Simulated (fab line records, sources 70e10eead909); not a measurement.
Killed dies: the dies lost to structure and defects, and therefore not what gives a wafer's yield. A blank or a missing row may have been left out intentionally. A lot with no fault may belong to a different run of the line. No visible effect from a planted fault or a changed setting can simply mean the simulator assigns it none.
8D (eight disciplines) problem report, filled in by code | flow nand_harc | the parts of the form that need people (team, actions taken, sign-off) are left out

== 1. PROBLEM STATEMENT ==
At NHARC_THIN_TSV_INSPECT_40, raw_defect_count averages 949 over 2 wafers from 2 lots, while fault-free wafers read 462, standard deviation 62. That puts it +7.9 standard deviations away from the usual mean.
First observed at day 21 11:21: wafer L165.1, on defect_inspect-02. Wafers with a number at this step in the record: 36, from 12 lots. Rule for "out" (also "out of limits"): further than 4 standard deviations from the usual mean. Any other wafer with a number is counted as sound.

== 2. WHAT IT IS, WHAT IT ISN'T ==
question                    | is                                   | is not
which readings at this step | raw_defect_count                     | -
which lots                  | L165, L171                           | L159, L160, L162, L167, L172, L175, L177, L179, L180, L181
which wafers of those lots  | L165.1, L171.6                       | L165.4, L165.5, L171.1, L171.4
read on which gauges        | defect_inspect-01, defect_inspect-02 | -
when                        | from day 21 11:21                    | up to then (11 sound wafers); but 23 sound wafers of L167, L171, L172, L175, L177, L179, L180, L181 came after

== 3. SUSPECTS, AND WHAT RULES EACH OUT ==
Counting: a tool at a process step up to the reading stays a suspect if it ran every lot that is out. Sound lots after the first of them don't rule it out here, since some wafers of a struck lot are sound.
- ruled out: the gauge at NHARC_THIN_TSV_INSPECT_40. The wafers that are out were read on 2 gauges (defect_inspect-01, defect_inspect-02).
- rie_si-02 at NHARC_THIN_TSV_ETCH_15 (target depth 3000 nm, bosch target overetch cycles 2, bosch etch step 2.8 s): kept. Every lot that is out went through it, the first being L165 (day 21 01:36); the last sound lot it ran before that was L160 (day 19 04:09).
- plasma_asher-01 at NHARC_THIN_TSV_STRIP_62 (strips in N2/H2, time 20 s): kept. Every lot that is out went through it, the first being L165 (day 21 03:22); the last sound lot it ran before that was L159 (day 19 05:08).
- pvd_sputter-01 at NHARC_THIN_TSV_PRE_CLEAN_54 (time 30 s): kept. Every lot that is out went through it, the first being L165 (day 21 05:38); the last sound lot it ran before that was L160 (day 19 08:24).
- wet_bench-10 at NHARC_THIN_TSV_STRIP_57 (strips in post etch residue remover, time 1200 s): kept. Every lot that is out went through it, the first being L165 (day 21 07:36); the last sound lot it ran before that was L159 (day 19 09:23).
Left after counting: rie_si-02 at NHARC_THIN_TSV_ETCH_15, plasma_asher-01 at NHARC_THIN_TSV_STRIP_62, pvd_sputter-01 at NHARC_THIN_TSV_PRE_CLEAN_54, wet_bench-10 at NHARC_THIN_TSV_STRIP_57.

== 4. THE CAUSE (what the simulator had put in) ==
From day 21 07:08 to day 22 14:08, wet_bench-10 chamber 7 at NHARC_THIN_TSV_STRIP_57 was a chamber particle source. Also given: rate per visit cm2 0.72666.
After counting, 4 suspects remain, this tool included.

== 5. THE EFFECT CHAIN, in route order ==
One row per reading whose mean, taken over the struck wafers that have a number, lies over 3 standard deviations from the usual. Scope: only readings with a usual standard deviation given in the record; hours: median across lots of the time from each lot's start at the first step in this table that gives one to its start at this step; sigmas: change in usual standard deviations.
hours | step                      | reading              | usual  | on struck wafers | change | sigmas
0     | NHARC_THIN_TSV_INSPECT_40 | raw_defect_count     | 462    | 949              | +487   | +7.9
12    | NHARC_END_SORT_01         | defect_limited_yield | 95.3 % | 82.4             | -12.9  | -8.1
12    | NHARC_END_SORT_01         | killed_at_other      | 0.7    | 82.0             | +81.3  | +74
12    | NHARC_END_SORT_01         | killed_dies          | 32     | 119              | +87    | +7.9
12    | NHARC_END_SORT_01         | sort_bin_2_pct       | 1.4 %  | 8.2              | +6.8   | +11
12    | NHARC_END_SORT_01         | sort_bin_3_pct       | 0.29 % | 3.10             | +2.81  | +13
12    | NHARC_END_SORT_01         | sort_n_pass          | 645    | 558              | -87    | -7.9
12    | NHARC_END_SORT_01         | sort_yield_pct       | 95.3 % | 82.4             | -12.9  | -8.1

== 6. WHAT WOULD HAVE CAUGHT IT SOONER ==
The first out-of-limits reading at a measuring or inspecting step in this record came at day 21 11:21, 4 hours after the fault's start at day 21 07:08.
L171, from the lots that are out (2), started NHARC_THIN_TSV_STRIP_57 on wet_bench-10 later than day 21 11:21. Putting the tool on hold at that point would have spared it.
